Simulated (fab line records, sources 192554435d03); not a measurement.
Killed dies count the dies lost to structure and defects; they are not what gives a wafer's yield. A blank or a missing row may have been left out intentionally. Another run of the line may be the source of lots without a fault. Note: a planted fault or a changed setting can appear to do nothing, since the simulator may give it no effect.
fab line records || flow n5_finfet
record {"lots": 4, "wafers": 12, "last_day": 17}
route steps=1938 shown BEOL_M13@1696 BEOL_M14@1716 PASSIVATION@1936
lots untouched by any fault: they come from a run of this same line in which no faults occurred
start_h: hours from the record's first day to the start of the lot's first wafer shown || wait_h: hours elapsed since this lot's preceding step || " repeats the value in the row above || L1.1+2: a row that stands for several wafers || - value missing, or start not given || * or withheld: withheld || < > ~ a bound
route shown NAME@n: a module of which the file shows steps, and the number in the route of the first || usual: mean and standard deviation over wafers with no fault || same: alike in all rows || chamber/n: place in a boat || sites: each site's reading || _std_site: standard deviation of those values || _edge_site: the outer-site mean with the inner-site mean subtracted || radius_mm: for every site, how far away it sits from the centre of the wafer || mask NAME#n: copy n || behind: the most recent tool/chamber to have shaped the wafer || hold: the reason the lot was held/the length of the hold in hours/how it ended || device: whichever transistor did not switch (one of n, p or np) || end of line: tests run on the same wafers once the route is complete || where a step has no rows: the recipe by itself || killed: dies that structure and defects cost at the first sort, which is not the same as the wafer's yield || map: dies across one wafer; x = killed, . = not, _ = none there
set.NAME: the setting that was run; set.NAME@STEP: the one run at that earlier step || model.NAME: the simulator's own value behind a step, which no gauge read
lots seen at some steps along the route; tables by step, rows by wafer
## steps
# step N5_BEOL_M13_TRENCH_ETCH_34
# recipe {"chemistry": "C4F8/O2/Ar", "target": "SiOC", "target_depth_a": 4134.7, "mask_material": "SOC", "pressure_mtorr": 30, "source_w": 3000, "bias_w": 700, "Ar_flow_sccm": 400, "C4F8_flow_sccm": 15, "O2_flow_sccm": 8, "he_inner_torr": 15, "he_outer_torr": 30, "time_s": 162.6, "ion_energy_ev": 250}
# step N5_BEOL_M13_STRIP_70
# recipe {"chemistry": "C4F8/O2/Ar", "resist": "SiARC", "rf_frequency_hz": 6e+07}
# step N5_BEOL_M13_STRIP_37
# recipe {"chemistry": "N2/H2", "power_w": 1000, "temp_c": 250, "h2_frac": 0.65, "overash_fraction": 0.3, "pressure_mtorr": "withheld", "n2_flow_sccm": 1750, "h2_flow_sccm": 3250}
# step N5_BEOL_M13_ETCH_38
# recipe {"chemistry": "CF4/N2", "target": "SiCN", "target_depth_a": 675, "taper_deg": 2, "time_s": 71.9, "ion_energy_ev": 150, "mask_material": "SiO2", "pressure_mtorr": 40, "source_w": 430, "bias_w": 70, "Ar_flow_sccm": 100, "cf4_flow_sccm": 60, "n2_flow_sccm": 60}
# step N5_BEOL_M13_PRECLEAN_39
# recipe {"chemistry": "residue_remover", "time_s": 60, "temp_c": 40}
# step N5_BEOL_M13_SRD_40
# recipe {"time_s": 30, "temp_c": 23, "rinse_liquid": "diw", "dry": "n2_spin", "spin_rpm": 1500, "dry_time_s": 30}
# step N5_BEOL_M13_DEGAS_41
# recipe {"ambient": "vacuum", "temp_c": 250, "time_s": 60}
# step N5_BEOL_M13_PRE_CLEAN_42
# recipe {"gas": "H2/He", "time_s": 30, "temp_c": 250}
# step N5_BEOL_M13_SPUTTER_43
# recipe {"material": "TaN", "target_thk_a": 150, "temp_c": 50, "bias_v": 168.6, "power_w": 15000, "chamber_pressure_pa": 0.12, "time_s": 24.19}
# step N5_BEOL_M13_SPUTTER_44
# recipe {"material": "Ta", "target_thk_a": 100, "temp_c": 50, "bias_v": 80, "power_w": 15000, "chamber_pressure_pa": 0.07, "time_s": 16.13}
# step N5_BEOL_M13_SPUTTER_45
# recipe {"material": "Cu", "target_thk_a": 800, "temp_c": -20, "bias_v": 60, "power_w": 26000, "chamber_pressure_pa": 0.13, "time_s": 13.33}
# step N5_BEOL_M13_ECD_47
# recipe {"material": "Cu", "target_thk_a": 9360}
{"lot.wafer": "L700.1+2+4", "tool": "ecd_cu-02", "chamber": "0,1,0", "start_h": 275.68, "wait_h": 0.1}
{"lot.wafer": "L716.2+5+6", "tool": "ecd_cu-02", "chamber": "0,1,0", "start_h": 363.88, "wait_h": 0.1}
{"lot.wafer": "L717.4+5+6", "tool": "ecd_cu-02", "chamber": "1,0,1", "start_h": 367.56, "wait_h": 0.1}
{"lot.wafer": "L720.2+3+4", "tool": "ecd_cu-02", "chamber": "1,0,1", "start_h": 378.29, "wait_h": 0.1}
# step N5_BEOL_M13_ANNEAL_48
# recipe {"temp_c": 225, "time_s": 90, "ambient": "N2"}
# step N5_BEOL_M13_CMP_49
# recipe {"stop_on": "SiOC", "t_overpolish_s": 17.1, "down_force_psi": 1, "platen_rpm": 50, "clearing_platen_down_force_psi": 1.5, "clearing_platen_rpm": 50, "post_cmp_clean": "cu_alkaline", "target_thk_nm": 420, "clearing_platen_pad_velocity_m_s": 0.99484, "pad_velocity_m_s": 0.99484}
# step N5_BEOL_M13_PRE_CLEAN_52
# recipe {"gas": "NH3", "time_s": 15, "temp_c": "withheld", "rf_power_w": 300}
# step N5_BEOL_M13_DEP_53
# recipe {"material": "SiCN", "target_thk_a": 500, "temp_c": "withheld", "precursor": "3MS/NH3", "pressure_torr": 3, "rf_w": 675, "time_s": 17.8}
# step N5_BEOL_M14_ILD_DEP_00
# recipe {"material": "SiO2", "target_thk_a": 11193, "temp_c": 400, "precursor": "TEOS/O2", "pressure_torr": 6.5, "rf_w": 900, "teos_flow_sccm": 161.4, "gas": "O2", "flow_sccm": 2650, "time_s": 237.4}
# step N5_BEOL_M14_COAT_58
# recipe {"resist": "BARC", "temp_c": 205, "time_s": 60, "spin_rpm": 1500, "resist_thk_nm": 89}
# step N5_BEOL_M14_COAT_04
# recipe {"spin_rpm": 1704, "resist_thk_nm": 800}
# step N5_BEOL_M14_EBR_06
# recipe {"solvent": "PGMEA", "ebr_width_mm": 1.5}
# step N5_BEOL_M14_SOFTBAKE_05
# recipe {"temp_c": 130, "time_s": 60}
# step N5_BEOL_M14_EXPOSE_07
# recipe {"mask_id": "V13", "na": 0.8, "source_shape": "annular", "sigma_inner": 0.5, "sigma_outer": 0.8, "polarization": "unpolarized", "attpsm_phase_deg": 180, "dose_mj": 57}
# step N5_BEOL_M14_PEB_08
# recipe {"peb_temp_c": 130, "peb_time_s": 90}
# step N5_BEOL_M14_DEVELOP_09
# recipe {"develop_time_s": 45, "rinse_liquid": "diw", "dry": "air_spin", "dev_temp_c": 21}
# step N5_BEOL_M14_HARDBAKE_14
# recipe {"temp_c": 130, "time_s": 120}
# step N5_BEOL_M14_DESCUM_15
# recipe {"chemistry": "O2", "time_s": 7.9, "source_power_w": 50, "bias_power_w": 20, "pressure_mtorr": 20, "rf_frequency_hz": 2.712e+07, "temp_c": 40, "o2_flow_sccm": 225}
# step N5_BEOL_M14_ETCH_59
# recipe {"chemistry": "N2/H2", "target": "BARC", "target_depth_a": 890, "overetch_a": 267, "time_s": 67.9, "ion_energy_ev": 200, "pressure_mtorr": 30, "source_w": 840, "bias_w": 150, "n2_flow_sccm": 200, "h2_flow_sccm": 200}
# step N5_BEOL_M14_VIA_ETCH_16
# recipe {"chemistry": "C4F8/O2/Ar", "target": "SiO2", "he_inner_torr": 15, "he_outer_torr": 30, "target_depth_a": 12313, "time_s": "withheld", "ion_energy_ev": 800, "pressure_mtorr": 20, "source_w": 1905, "bias_w": 2040, "Ar_flow_sccm": 400, "C4F8_flow_sccm": 16, "O2_flow_sccm": 12, "ends": "cleared"}
# step N5_BEOL_M14_STRIP_63
# recipe {"chemistry": "O2", "power_w": 600, "temp_c": 60, "pressure_mtorr": 30, "rf_frequency_hz": 6e+07, "bias_power_w": 0, "overash_fraction": 0.3, "o2_flow_sccm": 225}
# step N5_BEOL_M14_STRIP_64
# recipe {"chemistry": "O2", "power_w": 600, "temp_c": 60, "pressure_mtorr": 30, "rf_frequency_hz": 6e+07, "bias_power_w": 0, "overash_fraction": 0.3, "o2_flow_sccm": 225}
# step N5_BEOL_M14_STRIP_71
# recipe {"chemistry": "post_etch_residue_remover", "time_s": 60, "temp_c": 25, "remover_ph": "withheld", "remover_water_wt_pct": "withheld", "remover_fluoride_wt_pct": "withheld"}
# step N5_BEOL_M14_SRD_72
# recipe {"time_s": 30, "temp_c": 23, "rinse_liquid": "diw", "dry": "n2_spin", "spin_rpm": 1500, "dry_time_s": 30}
# step N5_BEOL_M14_COAT_65
# recipe {"resist": "SOC", "temp_c": 250, "time_s": 60, "spin_rpm": 1500, "resist_thk_nm": 450}
# step N5_PASSIVATION_PROBE_49
# usual {"defect_limited_yield": "91.1/1.5", "killed_at_M0_to_M3": "33/9.9", "killed_at_M4_up": "14/5.2", "killed_at_contacts": "12/6.7", "killed_at_front_end": "43/13", "killed_at_other": "3.4/2.7", "killed_dies": "105/17", "killed_open": "69/13", "killed_short": "33/7.5", "sort_bin_5_function": "5.2/0.91", "sort_bin_6_memory": "3.3/0.71", "sort_bin_8_speed": "0.00/0.032", "sort_n_pass": "1075/17", "sort_yield_pct": "91.1/1.5"}
# same {"gross_dies": 1180, "killed_at_back_side": 0, "sort_bin_4_leakage[%]": 0}
{"lot.wafer": "L717.5", "tool": "prober-02", "chamber": "-", "start_h": 397.63, "wait_h": 0.2, "defect_limited_yield[%]": 88.1, "killed_at_M0_to_M3": 52, "killed_at_M4_up": 33, "killed_at_contacts": 13, "killed_at_front_end": 40, "killed_at_other": 2, "killed_dies": 140, "killed_open": 78, "killed_short": 38, "sort_bin_5_function[%]": 7.4, "sort_bin_6_memory[%]": 4.4, "sort_bin_8_speed[%]": 0, "sort_n_pass": 1040, "sort_yield_pct[%]": 88.1}
{"lot.wafer": "L720.3", "tool": "prober-02", "chamber": "-", "start_h": 406.87, "wait_h": 0.1, "defect_limited_yield[%]": 88.1, "killed_at_M0_to_M3": 32, "killed_at_M4_up": 41, "killed_at_contacts": 10, "killed_at_front_end": 56, "killed_at_other": 2, "killed_dies": 141, "killed_open": 70, "killed_short": 48, "sort_bin_5_function[%]": 7.4, "sort_bin_6_memory[%]": 3.9, "sort_bin_8_speed[%]": 0, "sort_n_pass": 1039, "sort_yield_pct[%]": 88.1}
# killed by level:class
L717.5 BEOL_M13:unspecified=20 BEOL_M3:geometric_particle:open=13 FIN_SAQP:geometric_particle:open=12 BEOL_M0_SAQP:geometric_particle:open=12 BEOL_M0_SAQP:geometric_particle:short=11 MOL_CONTACT_COAG:geometric_particle:open=10 STI_FIN_REVEAL:geometric_particle:open=8 FIN_SAQP:geometric_particle:short=6
L720.3 FIN_SAQP:geometric_particle:short=17 BEOL_M13:unspecified=17 MOL_CONTACT_COAG:geometric_particle:open=10 STI_FIN_REVEAL:geometric_particle:open=7 BEOL_M3:geometric_particle:open=7 BEOL_M5:geometric_particle:short=7 FIN_SAQP:geometric_particle:open=6 BEOL_M0_SAQP:geometric_particle:open=5
# map L717.6 (x killed, . not)
_________________...x........________________
______________.x.x.......xxx...._____________
___________.............x.......x..__________
__________...x..........x.....x....._________
________..x...x.......x..............._______
_______.....x.......xx........x.x......______
______.....x..x..x...........xx........._____
_____.............x..x.x.x.......x.......____
____.............x....x.x.............x.xx___
___x................................x.x....__
___.........x....x.........................__
__..x..x..x..x......x....x.......x...x......_
__x.........................xx...x.........x_
_x......x..x............x....................
_......................xx.......xx........x..
_..........x.x.x........................xx...
_.............x.............x..............x.
_.............................x.x......x.....
_....x.......x.........x.....x.........x..xx.
_...................xx...........xx...x...x..
_.......x........x....x...x..............x...
__.......x..............x..................x_
__.........x................x........x.x...._
___............x.x.......x....xxx......x...__
___...............................x.xx..x..__
____...x.............x.xx...............xx___
_____.......................x.......x....____
______......x..........xx....x....x..x.._____
_______....x....x..x.x......xx...x.x...______
________........x............x........_______
__________..xx...x..xx.............x_________
___________..........xx....x....x..__________
______________...............x.._____________
_________________..x.......x.________________
# map L720.3 (x killed, . not)
_________________.....x......________________
______________...............x.x_____________
___________.......xx.xx............__________
__________........x....x.........x.x_________
________...x...x.........xx..x..x....._______
_______................x...xx.......xx.______
______....x..x.x..xx.........x..x..xx..._____
_____.x......................x.....x.....____
____.....x.....x..........................___
___........x........................x......__
___.......x........x.xx...........x.x..x...__
__...............x...........x.......xx...x._
__x..x....x............x........x..x........_
_x..........x....x....x..x......x...x.......x
_...x................x.......................
_.......................xxx..x.............xx
_.x......x..........x...........x..x.........
_..x..x..x......................x............
_.x...x......x.................xx............
_...........x....................x.x.x.......
_.......x...x.......x........................
__...xx.........................x.....x....._
__x............x..x.....x.x........x.x...x.._
___......x..........x........x..........x..__
___.x......x................x..x........x..__
____...xxx...........x.....x....x..x...x..___
_____.....x.................x.........x..____
______...x........x....x........x......._____
_______......x......................x..______
________...x................x.....x.x._______
__________........x...x...x........._________
___________.....................x..__________
______________..............x.x._____________
_________________............________________
## key
first_sign {"step": "N5_PASSIVATION_PROBE_49", "reading": "killed_at_M4_up", "direction": "up", "sigmas": 4.4, "usual": 14, "struck": 37}
effect none on later readings
met_at N5_BEOL_M13_ECD_47
struck_wafers L717.5,L720.3
onset_between 363.88 367.56
fault {"kind": "chamber_particle_source", "tool": "ecd_cu-02", "chamber": 0, "onset_h": 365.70, "steps": "N5_BEOL_M13_ECD_47", "rate_per_visit_cm2": 0.032811, "end_h": 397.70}
